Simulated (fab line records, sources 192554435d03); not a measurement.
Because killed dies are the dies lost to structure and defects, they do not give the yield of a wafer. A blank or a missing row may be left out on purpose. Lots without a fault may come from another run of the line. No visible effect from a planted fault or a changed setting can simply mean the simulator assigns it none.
Lot-split experiment + flow n5_finfet + 39 wafers read from 7 lots, route of 1938 steps

ABOUT THE SPLIT
At N5_SDB_ALD_29 (deposits SiNx, target thk 30 nm, pulse time 1 s, ald cycles 600), the setting ald_cycles was moved away from the recipe's 600 on 15 of the 39 wafers read, by -58.5% to +57.0%. All remaining wafers had this setting at the recipe value.

The split's own step is where the reading is taken.

THE READING
SiNx_of_SDB_ALD_29.thk_nm (the simulator's own value, which no gauge read), in nm, at N5_SDB_ALD_29 (deposits SiNx, target thk 30 nm, pulse time 1 s, ald cycles 600). The file gives no usual value for it. Average 29.9 nm, standard deviation 0.15 nm, over the 24 wafers here run with the recipe.

| wafer  | tool, chamber at the split | ald_cycles as run | against the recipe | SiNx_of_SDB_ALD_29.thk_nm, nm | against lot-mates on the recipe |
|--------|----------------------------|-------------------|--------------------|-------------------------------|---------------------------------|
| L081.1 | ald_sin-04, 2              | 304               | -49.3%             | 15.2                          | -14.7                           |
| L081.2 | ald_sin-04, 1              | 600               | recipe             | 30                            | -                               |
| L081.3 | ald_sin-04, 0,3            | 600               | recipe             | 29.8                          | -                               |
| L081.6 | ald_sin-04, 0,3            | 600               | recipe             | 29.8                          | -                               |
| L081.4 | ald_sin-04, 3,0            | 304               | -49.3%             | 15                            | -14.9                           |
| L081.5 | ald_sin-04, 3,0            | 304               | -49.3%             | 15                            | -14.9                           |
| L084.1 | ald_sin-04, 3              | 600               | recipe             | 29.6                          | -                               |
| L084.2 | ald_sin-04, 1              | 600               | recipe             | 30.2                          | -                               |
| L084.3 | ald_sin-04, 2              | 600               | recipe             | 29.8                          | -                               |
| L084.4 | ald_sin-04, 0,1,2          | 600               | recipe             | 30                            | -                               |
| L084.5 | ald_sin-04, 0,1,2          | 600               | recipe             | 30                            | -                               |
| L084.6 | ald_sin-04, 0,1,2          | 600               | recipe             | 30                            | -                               |
| L090.2 | ald_sin-02, 1,3            | 600               | recipe             | 29.8                          | -                               |
| L090.4 | ald_sin-02, 1,3            | 600               | recipe             | 29.8                          | -                               |
| L090.6 | ald_sin-02, 3              | 600               | recipe             | 30                            | -                               |
| L092.1 | ald_sin-01, 3,2            | 397               | -33.8%             | 19.8                          | -10.3                           |
| L092.3 | ald_sin-01, 3,2            | 397               | -33.8%             | 19.8                          | -10.3                           |
| L092.2 | ald_sin-01, 1              | 600               | recipe             | 30.2                          | -                               |
| L092.4 | ald_sin-01, 0              | 397               | -33.8%             | 19.6                          | -10.5                           |
| L092.5 | ald_sin-01, 3,0            | 600               | recipe             | 30                            | -                               |
| L092.6 | ald_sin-01, 3,0            | 600               | recipe             | 30                            | -                               |
| L093.1 | ald_sin-02, 1              | 600               | recipe             | 29.6                          | -                               |
| L093.2 | ald_sin-02, 0              | 600               | recipe             | 29.8                          | -                               |
| L093.3 | ald_sin-02, 3,2            | 249               | -58.5%             | 12.4                          | -17.4                           |
| L093.5 | ald_sin-02, 3,2            | 249               | -58.5%             | 12.4                          | -17.4                           |
| L093.4 | ald_sin-02, 2              | 600               | recipe             | 30                            | -                               |
| L093.6 | ald_sin-02, 1              | 249               | -58.5%             | 12.2                          | -17.6                           |
| L095.1 | ald_sin-04, 2              | 942               | +57.0%             | 46.8                          | +17.0                           |
| L095.2 | ald_sin-04, 1,2            | 942               | +57.0%             | 47                            | +17.2                           |
| L095.6 | ald_sin-04, 1,2            | 942               | +57.0%             | 47                            | +17.2                           |
| L095.3 | ald_sin-04, 0,3,3          | 600               | recipe             | 29.8                          | -                               |
| L095.4 | ald_sin-04, 0,3,3          | 600               | recipe             | 29.8                          | -                               |
| L095.5 | ald_sin-04, 0,3,3          | 600               | recipe             | 29.8                          | -                               |
| L096.1 | ald_sin-02, 0,1            | 600               | recipe             | 29.8                          | -                               |
| L096.2 | ald_sin-02, 0,1            | 600               | recipe             | 29.8                          | -                               |
| L096.3 | ald_sin-02, 2              | 600               | recipe             | 30                            | -                               |
| L096.4 | ald_sin-02, 2,0            | 485               | -19.2%             | 24.2                          | -5.7                            |
| L096.5 | ald_sin-02, 2,0            | 485               | -19.2%             | 24.2                          | -5.7                            |
| L096.6 | ald_sin-02, 1              | 485               | -19.2%             | 24                            | -5.9                            |
Where a row lists several chambers, the file gives one row for several wafers and doesn't say which wafer went through which chamber.

FIT RESULTS
A straight line over all 39 wafers: SiNx_of_SDB_ALD_29.thk_nm changes by +0.3 nm for each +1% of ald_cycles; r = +1.00; the points scatter about the line by 0.14 nm.
The same after taking each lot's own level away (the mean of its wafers on the recipe; 39 wafers): +0.3 nm for each +1%; r = +1.00; scatter 0.13 nm.
Per that fit: largest ald_cycles move, reading shift of 18 nm.
The lots' own levels span 29.80 to 30.07 nm, that is 1.7 times the standard deviation above.
Consequently the slope shifts little with the lot-to-lot level, the two slopes agreeing.
Check: for one of the wafers moved furthest among these (-58.5%), held out of the fit, the line's prediction against its lot-mates is -17.6 nm. It came out at -17.4 nm against them.

ADDITIONAL SPLITS CARRIED BY THESE WAFERS
Other splits were also applied to these wafers ahead of the reading. Each is held against what the fit with the lots' levels taken away leaves over:
| other split on the same wafers | wafers away from the commonest value | r with SiNx_of_SDB_ALD_29.thk_nm (lot level and that fit taken away) |
|--------------------------------|--------------------------------------|----------------------------------------------------------------------|
| N5_FIN_SAQP_HM_DEP_03 time_s   | 12                                   | +0.01                                                                |
| N5_SD_EPI_N_ETCH_35 time_s     | 15                                   | -0.01                                                                |

THE WHOLE CHAIN: every reading that the file lists as answering this split, in the file's order
| step          | what it does                                                      | reading                                                                    | change (the file's fit)                                                              | r (the file's) |
|---------------|-------------------------------------------------------------------|----------------------------------------------------------------------------|--------------------------------------------------------------------------------------|----------------|
| N5_SDB_ALD_29 | deposits SiNx, target thk 30 nm, pulse time 1 s, ald cycles 600   | SiNx_of_SDB_ALD_29.thk_nm (the simulator's own value, which no gauge read) | +0.3 nm for each +1% of the setting                                                  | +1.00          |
| N5_SDB_CMP_30 | polishes, stops on poly-Si, t overpolish 1.54 s, target thk 30 nm | SiNx_of_SDB_ALD_29.thk_nm (the simulator's own value, which no gauge read) | not straight: 12.33 at the lowest setting, 29.89 at the recipe, 30.13 at the highest | not given      |

THE FILE'S OWN FIT
SiNx_of_SDB_ALD_29.thk_nm changes by +0.3 nm for each +1% of ald_cycles, r = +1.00.
